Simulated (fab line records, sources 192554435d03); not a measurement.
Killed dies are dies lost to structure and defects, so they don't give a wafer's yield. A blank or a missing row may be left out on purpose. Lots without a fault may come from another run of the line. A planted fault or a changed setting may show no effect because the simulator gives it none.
fab line records | flow n5_finfet
record lots=11 wafers=32 last_day=17
route steps=1938 shown GATE_CUT@506 PASS1_CAP@1873 TV_LITHO@1886 PAD_METAL@1895 PASSIVATION@1936
lots that met no fault: from a run of the same line without faults
start_h: hours from the record's first day to the start of the lot's first wafer shown | wait_h: hours since the lot's step before | " the same as in the row above | L1.1+2: a row that stands for several wafers | - no value, or no start given | * or withheld: withheld | < > ~ a bound
route shown NAME@n: a module of which the file shows steps, and the number in the route of the first | usual: mean/standard deviation of fault-free wafers | same: alike in all rows | chamber/n: place in a boat | sites: the reading at each site | _std_site: their standard deviation | _edge_site: outer sites' mean less inner sites' | radius_mm: how far each site lies from the wafer's centre | mask NAME#n: copy n | behind: the tool/chamber that last shaped the wafer | hold: why the lot was held/for how many hours/how that ended | device: the transistor (n, p or np) that didn't switch | end of line: the same wafers' tests at the end of the route | a step without rows: its recipe alone | killed: dies lost to structure and defects at the first sort, not the wafer's yield | map: a wafer's dies, x killed, . not, _ none there
set.NAME: the setting as run; set.NAME@STEP: as run at that earlier step | model.NAME: the simulator's own value behind a step, which no gauge read
steps of the route over a sample of lots; a table a step, a row a wafer
services: from which hour (start_h, from the record's first day; less than 0 if before it) a tool's chamber was out of use, for how many hours, and why
## steps
# step N5_GATE_CUT_VAPOR_ETCH_51
# recipe chemistry=BCl3/Cl2 target=HfO2 mode=isotropic
# usual drypump_motor_current_A=5.61/0.17 oes_product_au=0.72/0.12
# columns lot.wafer tool chamber start_h wait_h drypump_motor_current_A oes_product_au
L974.4 rie_metal-02 1 90.19 0.0 5.64 0.64
L974.5 " 1 " " 5.65 0.64
L974.6 " 0 " " 5.86 0.98
L975.2 rie_metal-03 1 94.38 0.0 5.60 0.64
L975.3 " 0 " " 5.50 0.63
L975.4 " 1 " " 5.58 0.64
L978.1 rie_metal-03 1 113.14 0.0 5.61 0.62
L978.2 " 0 " " 5.51 0.62
L978.4 " 0 " " 5.50 0.62
L979.2 rie_metal-02 0 114.01 0.0 5.88 0.94
L979.3 " 1 " " 5.66 0.63
L979.5 " 0 " " 5.87 0.95
L982.1 rie_metal-02 1 138.08 0.0 5.65 0.64
L982.4 " 1 " " 5.63 0.64
L982.6 " 0 " " 5.86 0.93
L983.1 rie_metal-03 0 147.03 0.0 5.51 0.62
L983.2 " 1 " " 5.60 0.63
L983.5 " 1 " " 5.60 0.63
L986.1 rie_metal-02 0 163.25 0.0 5.86 0.91
L986.3 " 0 " " 5.85 0.90
L986.4 " 1 " " 5.64 0.63
L988.3 rie_metal-02 0 172.33 0.0 5.85 0.90
L988.5 " 0 " " 5.85 0.90
L988.6 " 1 " " 5.64 0.63
L993.2 rie_metal-03 1 203.47 0.0 5.60 0.62
L993.4 " 0 " " 5.54 0.62
L993.6 " 0 " " 5.51 0.61
L995.1 rie_metal-03 0 211.41 0.0 5.52 0.62
L995.5 " 1 " " 5.60 0.62
L997.1 rie_metal-03 0 222.79 0.0 5.53 0.62
L997.3 " 1 " " 5.59 0.61
L997.5 " 1 " " 5.59 0.62
# step N5_PASSIVATION_PECVD_55
# recipe material=SiO2 target_thk_a=4000 temp_c=400 precursor=SiH4/N2O pressure_torr=2.7 rf_w=608 time_s=22.5
# usual heater_power_w=627/110 showerhead_plenum_p_Torr=8.18/0.092 throttle_valve_pct=53/3.6
# columns lot.wafer tool chamber start_h wait_h heater_power_w showerhead_plenum_p_Torr since_wet_clean_h throttle_valve_pct
L974.4 pecvd-01 1 239.90 0.0 577 8.18 - 52
L974.5 " 2 " " 584 8.24 - 54
L974.6 " 0 " " 639 8.45 - 59
L975.2 pecvd-04 2 263.26 0.0 602 8.13 384 53
L975.3 " 0 " " 659 8.18 1148 51
L975.4 " 1 " " 787 8.08 - 53
L978.1 pecvd-04 1 278.49 0.0 810 8.06 1889 53
L978.2 " 2 " " 560 8.16 399 53
L978.4 " 1 " " 801 8.08 - 53
L979.2 pecvd-04 0 299.55 0.0 542 8.20 1185 51
L979.3 " 1 " " 752 8.08 1910 53
L979.5 " 1 " " 801 8.07 - 53
L982.1 pecvd-03 2 308.04 0.0 809 8.12 591 50
L982.4 " 1 " " 482 8.27 - 48
L982.6 " 1 " " 490 8.27 - 48
L983.1 pecvd-03 0 315.58 0.1 604 8.12 1382 58
L983.2 " 2 " " 722 8.13 599 50
L983.5 " 2 " " 737 8.11 - 50
L986.1 pecvd-04 0 339.80 0.0 663 8.18 1225 51
L986.3 " 2 " " 514 8.14 460 53
L986.4 " 0 " " 658 8.21 - 51
L988.3 pecvd-01 1 343.76 0.0 565 8.15 1591 52
L988.5 " 2 " " 577 8.24 - 55
L988.6 " 1 " " 599 8.15 - 52
L993.2 pecvd-01 0 370.78 0.0 619 8.42 893 61
L993.4 " 1 " " 656 8.18 - 52
L993.6 " 2 " " 590 8.24 - 55
L995.1 pecvd-04 0 390.89 0.0 681 8.20 1276 51
L995.5 " 1 " " 813 8.07 - 53
L997.1 pecvd-01 1 406.90 0.0 577 8.17 1655 52
L997.3 " 2 " " 479 8.25 677 55
L997.5 " 2 " " 517 8.23 - 55
# step N5_PASSIVATION_DESCUM_12
# recipe chemistry=O2 time_s=7.9 source_power_w=50 bias_power_w=20 pressure_mtorr=20 rf_frequency_hz=2.712e+07 temp_c=40 o2_flow_sccm=225
# usual drypump_motor_current_A=5.6/0.5 oes_product_au=0.82/0.096 rf_vpp_V=243.0/1.4 showerhead_plenum_p_Torr=2.09/0.085 throttle_valve_pct=20.3/0.31
# columns lot.wafer tool chamber start_h wait_h drypump_motor_current_A oes_product_au rf_hours_counter_h rf_vpp_V showerhead_plenum_p_Torr throttle_valve_pct
L974.4 rie_diel-04 2 241.37 0.1 6.3 0.69 237 241.8 2.07 20.7
L974.5 " 0 " " 5.1 0.69 - 242.4 1.98 20.3
L974.6 " 3 " " 6.1 0.76 - 241.9 2.02 20.5
L975.2 rie_diel-04 3 263.98 0.0 6.0 0.75 152 241.8 2.01 20.5
L975.3 " 0 " " 5.1 0.69 234 241.2 1.97 20.3
L975.4 " 2 " " 6.3 0.68 244 242.1 2.06 20.8
L978.1 rie_diel-05 1 279.83 0.6 5.8 0.96 12 244.0 2.23 20.0
L978.2 " 2 " " 5.7 0.99 5 243.9 2.14 19.8
L978.4 " 3 " " 5.0 0.91 26 242.0 2.03 19.6
L979.2 rie_diel-04 1 301.82 0.6 5.0 0.68 204 241.4 1.99 20.5
L979.3 " 3 " " 6.1 0.74 166 241.5 2.01 20.5
L979.5 " 3 " " 6.1 0.73 - 242.0 2.01 20.5
L982.1 rie_diel-04 1 308.72 0.0 5.0 0.68 208 241.5 1.99 20.5
L982.4 " 0 " " 5.1 0.68 - 241.0 1.97 20.4
L982.6 " 1 " " 5.0 0.68 - 240.6 1.99 20.5
L983.1 rie_diel-05 1 316.67 0.1 5.8 0.92 21 245.2 2.23 20.1
L983.2 " 0 " " 5.5 0.83 90 243.2 2.11 19.9
L983.5 " 3 " " 5.0 0.90 - 241.6 2.02 19.6
L986.1 rie_diel-04 3 340.33 0.0 6.1 0.72 181 241.2 2.00 20.5
L986.3 " 1 " " 5.0 0.67 220 241.4 1.99 20.5
L986.4 " 0 " " 5.1 1.01 2 245.4 2.23 20.0
L988.3 rie_diel-05 1 347.95 0.0 5.8 0.91 31 243.9 2.23 20.1
L988.5 " 1 " " 5.8 0.90 - 243.5 2.23 20.1
L988.6 " 2 " " 5.7 0.94 - 244.3 2.14 19.8
L993.2 rie_diel-05 0 374.49 0.0 5.5 0.81 107 243.1 2.10 19.9
L993.4 " 1 " " 5.8 0.89 38 244.9 2.22 20.1
L993.6 " 3 " " 5.0 0.86 - 242.7 2.02 19.7
L995.1 rie_diel-05 0 391.38 0.0 5.5 0.81 112 244.6 2.10 19.9
L995.5 " 1 " " 5.8 0.89 - 244.8 2.22 20.1
L997.1 rie_diel-04 1 409.00 0.2 5.0 0.66 237 242.8 1.98 20.6
L997.3 " 3 " " 6.1 0.72 199 241.8 2.00 20.6
L997.5 " 3 " " 6.1 0.71 - 242.2 2.00 20.6
# step N5_PASSIVATION_SPUTTER_20
# recipe material=TaN target_thk_a=500 temp_c=25 chamber_pressure_pa=0.4
# usual substrate_temp_c=25.00/0.11 throttle_valve_pct=29.5/1.2
# columns lot.wafer tool chamber start_h wait_h substrate_temp_c throttle_valve_pct
L974.4 pvd_sputter-03 - 242.36 0.0 24.97 29.5
L974.5 " - " " 25.11 31.8
L974.6 " - " " 24.87 31.0
L975.2 pvd_sputter-01 - 265.27 0.0 24.92 28.1
L975.3 " - " " 24.93 30.2
L975.4 " - " " 25.01 27.4
L978.1 pvd_sputter-01 - 280.58 0.0 24.90 28.0
L978.2 " - " " 25.07 27.2
L978.4 " - " " 24.88 30.3
L979.2 pvd_sputter-02 - 302.47 0.0 25.13 30.2
L979.3 " - " " 25.26 29.8
L979.5 " - " " 24.99 28.6
L982.1 pvd_sputter-02 - 309.97 0.0 24.97 29.4
L982.4 " - " " 24.90 28.7
L982.6 " - " " 24.95 30.0
L983.1 pvd_sputter-03 - 317.52 0.0 25.06 29.5
L983.2 " - " " 24.94 31.9
L983.5 " - " " 24.97 32.1
L986.1 pvd_sputter-02 - 340.99 0.0 25.13 28.7
L986.3 " - " " 24.99 29.9
L986.4 " - " " 25.19 29.9
L988.3 pvd_sputter-01 - 349.60 0.0 25.12 30.3
L988.5 " - " " 25.02 30.1
L988.6 " - " " 24.94 27.2
L993.2 pvd_sputter-02 - 375.18 0.0 25.15 28.8
L993.4 " - " " 25.03 29.4
L993.6 " - " " 25.02 28.9
L995.1 pvd_sputter-03 - 392.37 0.0 24.85 29.1
L995.5 " - " " 24.90 29.1
L997.1 pvd_sputter-01 - 409.98 0.0 25.07 30.2
L997.3 " - " " 25.04 27.7
L997.5 " - " " 24.92 27.9
# step N5_PASSIVATION_PROBE_49
# usual defect_limited_yield=91.5/1.6 killed_at_M0_to_M3=33/10 killed_at_M4_up=13/5.6 killed_at_contacts=13/6 killed_at_front_end=39/12 killed_at_other=3.0/2.8 killed_dies=101/19 killed_open=65/13 killed_short=32/8.3 sort_bin_5_function=5.0/1 sort_bin_6_memory=3.1/0.69 sort_n_pass=1079/19 sort_yield_pct=91.5/1.6
# same gross_dies=1180 killed_at_back_side=0 sort_bin_4_leakage[%]=0 sort_bin_8_speed[%]=0
# columns lot.wafer tool chamber start_h wait_h defect_limited_yield[%] killed_at_M0_to_M3 killed_at_M4_up killed_at_contacts killed_at_front_end killed_at_other killed_dies killed_open killed_short sort_bin_5_function[%] sort_bin_6_memory[%] sort_n_pass sort_yield_pct[%]
L975.2 prober-01 - 273.74 0.4 91.6 40 8 9 41 1 99 63 34 4.9 3.1 1081 91.6
L975.3 prober-01 - 273.79 0.5 90.2 43 7 7 58 1 116 71 40 5.0 4.2 1064 90.2
L975.4 prober-01 - 273.84 0.5 89.7 42 24 8 45 3 122 77 42 6.2 3.6 1058 89.7
L978.1 prober-02 - 286.85 0.0 90.8 54 8 7 36 3 108 62 43 4.6 4.3 1072 90.8
L978.2 prober-02 - 286.90 0.1 79.3 59 15 13 150 7 244 75 53 12.5 5.6 936 79.3
L978.4 prober-02 - 287.00 0.2 79.9 39 28 14 151 5 237 76 43 12.3 5.0 943 79.9
L983.1 prober-02 - 323.61 0.0 81.9 48 19 11 133 3 214 69 34 11.5 4.6 966 81.9
L983.2 prober-02 - 323.66 0.1 86.9 66 23 15 47 4 155 89 62 7.2 5.0 1025 86.9
L983.5 prober-02 - 323.81 0.2 88.6 43 12 35 44 0 134 83 49 7.3 4.0 1046 88.6
L986.1 prober-01 - 346.82 0.0 91.7 36 12 4 46 0 98 62 35 5.3 2.4 1082 91.7
L986.3 prober-01 - 346.92 0.1 91.7 37 10 11 40 0 98 58 40 4.1 3.7 1082 91.7
L986.4 prober-01 - 346.97 0.2 91.9 40 9 17 28 1 95 62 31 5.5 2.2 1085 91.9
L993.2 prober-01 - 381.31 0.1 91.1 32 10 11 50 2 105 54 41 5.0 3.0 1075 91.1
L993.4 prober-01 - 381.41 0.2 92.8 34 12 11 25 3 85 49 32 3.3 3.5 1095 92.8
L993.6 prober-01 - 381.51 0.3 91.6 40 8 13 35 3 99 66 28 5.3 2.8 1081 91.6
L997.1 prober-01 - 416.21 0.0 90.9 11 14 22 59 1 107 73 31 5.3 3.5 1073 90.9
L997.3 prober-01 - 416.31 0.1 93.4 26 15 7 27 3 78 57 14 4.2 2.3 1102 93.4
L997.5 prober-01 - 416.41 0.2 90.1 25 14 18 59 1 117 75 40 6.3 3.5 1063 90.1
# killed by level:class
L975.2 STI_FIN_REVEAL:geometric_particle:open=15 BEOL_M2:geometric_particle:open=9 MOL_CONTACT_COAG:geometric_particle:open=7 BEOL_M1:geometric_particle:open=6 BEOL_M3:geometric_particle:open=6 BEOL_M0_SAQP:geometric_particle:short=5 BEOL_M4:geometric_particle:short=5 FIN_SAQP:geometric_particle:short=4
L975.3 STI_FIN_REVEAL:geometric_particle:open=17 FIN_SAQP:geometric_particle:open=12 BEOL_M0_SAQP:geometric_particle:short=9 FIN_SAQP:geometric_particle:short=7 MOL_CONTACT_COAG:geometric_particle:open=6 BEOL_M0_SAQP:geometric_particle:open=6 BEOL_M2:geometric_particle:open=6 STI_FIN_REVEAL:geometric_particle:short=5
L975.4 BEOL_M0_SAQP:geometric_particle:short=14 STI_FIN_REVEAL:geometric_particle:open=12 BEOL_M0_SAQP:geometric_particle:open=11 BEOL_M4:geometric_particle:open=10 DUMMY_GATE:geometric_particle:open=8 FIN_SAQP:geometric_particle:open=6 MOL_CONTACT_COAG:geometric_particle:open=6 BEOL_M3:geometric_particle:open=5
L978.1 BEOL_M0_SAQP:geometric_particle:open=17 BEOL_M0_SAQP:geometric_particle:short=15 BEOL_M1:geometric_particle:open=7 STARTING-WAFER:geometric_particle:open=6 BEOL_M2:geometric_particle:open=6 STI_FIN_REVEAL:geometric_particle:open=4 DUMMY_GATE:geometric_particle:open=4 MOL_CONTACT_COAG:geometric_particle:open=4
L978.2 GATE_CUT:unspecified=111 BEOL_M0_SAQP:geometric_particle:open=20 BEOL_M0_SAQP:geometric_particle:short=16 MOL_CONTACT_COAG:geometric_particle:open=9 FIN_SAQP:geometric_particle:short=8 FIN_SAQP:geometric_particle:open=6 BEOL_M1:geometric_particle:open=6 STI_FIN_REVEAL:geometric_particle:open=5
L978.4 GATE_CUT:unspecified=114 BEOL_M4:geometric_particle:open=14 BEOL_M2:geometric_particle:open=13 BEOL_M0_SAQP:geometric_particle:short=10 MOL_CONTACT_COAG:geometric_particle:open=9 BEOL_M0_SAQP:geometric_particle:open=7 STI_FIN_REVEAL:geometric_particle:open=6 MOL_CONTACT_COAG:geometric_particle:short=5
L983.1 GATE_CUT:unspecified=110 BEOL_M3:geometric_particle:open=10 MOL_CONTACT_COAG:geometric_particle:open=10 BEOL_M0_SAQP:geometric_particle:short=9 FIN_SAQP:geometric_particle:open=8 BEOL_M4:geometric_particle:open=8 BEOL_M0:geometric_particle:open=7 BEOL_M2:geometric_particle:open=6
L983.2 BEOL_M0_SAQP:geometric_particle:short=20 FIN_SAQP:geometric_particle:short=19 BEOL_M0_SAQP:geometric_particle:open=19 MOL_CONTACT_COAG:geometric_particle:open=15 BEOL_M4:geometric_particle:open=14 FIN_SAQP:geometric_particle:open=13 BEOL_M3:geometric_particle:open=7 DUMMY_GATE:geometric_particle:open=5
L983.5 MOL_CONTACT_COAG:geometric_particle:open=25 BEOL_M0_SAQP:geometric_particle:short=14 BEOL_M0_SAQP:geometric_particle:open=13 FIN_SAQP:geometric_particle:open=11 FIN_SAQP:geometric_particle:short=11 MOL_CONTACT_COAG:geometric_particle:short=9 STARTING-WAFER:geometric_particle:open=6 BEOL_M0:geometric_particle:open=5
L986.1 FIN_SAQP:geometric_particle:open=18 BEOL_M0_SAQP:geometric_particle:open=9 FIN_SAQP:geometric_particle:short=8 BEOL_M2:geometric_particle:open=8 BEOL_M0_SAQP:geometric_particle:short=8 DUMMY_GATE:geometric_particle:open=6 BEOL_M4:geometric_particle:short=5 BEOL_M1:geometric_particle:open=5
L986.3 FIN_SAQP:geometric_particle:short=12 MOL_CONTACT_COAG:geometric_particle:open=10 BEOL_M0_SAQP:geometric_particle:short=9 BEOL_M1:geometric_particle:open=8 FIN_SAQP:geometric_particle:open=7 BEOL_M0_SAQP:geometric_particle:open=7 GATE_CUT:geometric_particle:short=6 BEOL_M2:geometric_particle:open=5
L986.4 MOL_CONTACT_COAG:geometric_particle:open=14 BEOL_M0_SAQP:geometric_particle:short=12 BEOL_M0_SAQP:geometric_particle:open=7 BEOL_M2:geometric_particle:open=7 DUMMY_GATE:geometric_particle:open=6 GATE_CUT:geometric_particle:open=6 BEOL_M3:geometric_particle:open=6 BEOL_M4:geometric_particle:short=4
L993.2 FIN_SAQP:geometric_particle:short=16 MOL_CONTACT_COAG:geometric_particle:open=10 BEOL_M0_SAQP:geometric_particle:open=7 FIN_SAQP:geometric_particle:open=6 BEOL_M0_SAQP:geometric_particle:short=6 STI_FIN_REVEAL:geometric_particle:open=5 ILD0:geometric_particle:short=5 BEOL_M3:geometric_particle:open=5
L993.4 MOL_CONTACT_COAG:geometric_particle:open=8 BEOL_M3:geometric_particle:open=8 BEOL_M0_SAQP:geometric_particle:short=7 BEOL_M1:geometric_particle:open=7 BEOL_M2:geometric_particle:open=6 STARTING-WAFER:geometric_particle:short=6 BEOL_M0_SAQP:geometric_particle:open=4 FIN_SAQP:geometric_particle:open=3
L993.6 BEOL_M2:geometric_particle:open=13 MOL_CONTACT_COAG:geometric_particle:open=9 BEOL_M0_SAQP:geometric_particle:open=8 FIN_SAQP:geometric_particle:open=6 FIN_SAQP:geometric_particle:short=6 BEOL_M3:geometric_particle:open=6 STI_FIN_REVEAL:geometric_particle:open=5 GATE_CUT:geometric_particle:short=5
L997.1 STI_FIN_REVEAL:geometric_particle:open=19 MOL_CONTACT_COAG:geometric_particle:open=17 FIN_SAQP:geometric_particle:short=10 FIN_SAQP:geometric_particle:open=10 MOL_CONTACT_COAG:geometric_particle:short=5 BEOL_M4:geometric_particle:open=5 STI_FIN_REVEAL:geometric_particle:short=3 ILD0:geometric_particle:short=3
L997.3 STI_FIN_REVEAL:geometric_particle:open=11 BEOL_M0_SAQP:geometric_particle:open=9 BEOL_M3:geometric_particle:open=9 MOL_CONTACT_COAG:geometric_particle:open=6 FIN_SAQP:geometric_particle:open=4 FIN_SAQP:geometric_particle:short=4 BEOL_M4:geometric_particle:open=4 BEOL_M5:geometric_particle:open=3
L997.5 STI_FIN_REVEAL:geometric_particle:open=17 MOL_CONTACT_COAG:geometric_particle:open=17 STARTING-WAFER:geometric_particle:short=8 FIN_SAQP:geometric_particle:short=7 GATE_CUT:geometric_particle:short=7 BEOL_M4:geometric_particle:open=7 BEOL_M0_SAQP:geometric_particle:open=7 STI_FIN_REVEAL:geometric_particle:short=6
## services
# columns tool chamber start_h hours kind
rie_metal-02 1 69.41 10.0 repair
pecvd-01 - 73.06 0.9 repair
rie_metal-02 1 99.28 7.9 repair
pecvd-04 - 109.34 1.7 repair
pecvd-01 - 123.82 1.4 repair
pecvd-04 - 131.26 6.0 pm
rie_metal-03 0 161.49 16.5 repair
rie_diel-04 1 183.48 4.8 repair
pecvd-01 2 217.11 6.5 repair
pecvd-03 0 218.77 14.6 repair
pecvd-03 - 232.87 3.7 repair
pecvd-01 - 252.22 2.3 repair
pecvd-04 0 271.90 10.6 repair
rie_diel-04 2 287.02 - clean
rie_diel-04 2 287.02 - consumable_replace:focus_ring
rie_diel-04 0 309.21 - clean
rie_diel-04 0 309.21 - consumable_replace:esc
pvd_sputter-03 - 328.74 2.3 repair
pecvd-03 2 346.52 7.2 repair
rie_diel-04 1 359.38 18.2 repair
pvd_sputter-01 - 359.72 0.6 repair
rie_diel-05 3 367.83 2.5 repair
rie_metal-03 0 374.71 4.0 repair
rie_diel-04 2 385.79 2.7 repair
## key
first_sign step=N5_PASSIVATION_PROBE_49 reading=killed_at_front_end direction=up sigmas=9 usual=39 struck=145
effect step=N5_PASSIVATION_PROBE_49 reading=defect_limited_yield direction=down sigmas=6.9 usual=91.5 struck=80.4
more_kills_born_at N5_GATE_CUT_VAPOR_ETCH_51@rie_metal-03=335
met_at N5_GATE_CUT_VAPOR_ETCH_51
struck_lots L978,L983
struck_wafers L978.2,L978.4,L983.1
not_acting_at N5_PASSIVATION_PECVD_55,N5_PASSIVATION_DESCUM_12,N5_PASSIVATION_SPUTTER_20
onset_between 94.38 113.14
fault kind=chamber_particle_source tool=rie_metal-03 chamber=0 onset_h=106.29 steps=N5_GATE_CUT_VAPOR_ETCH_51 rate_per_visit_cm2=0.74825 end_h=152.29
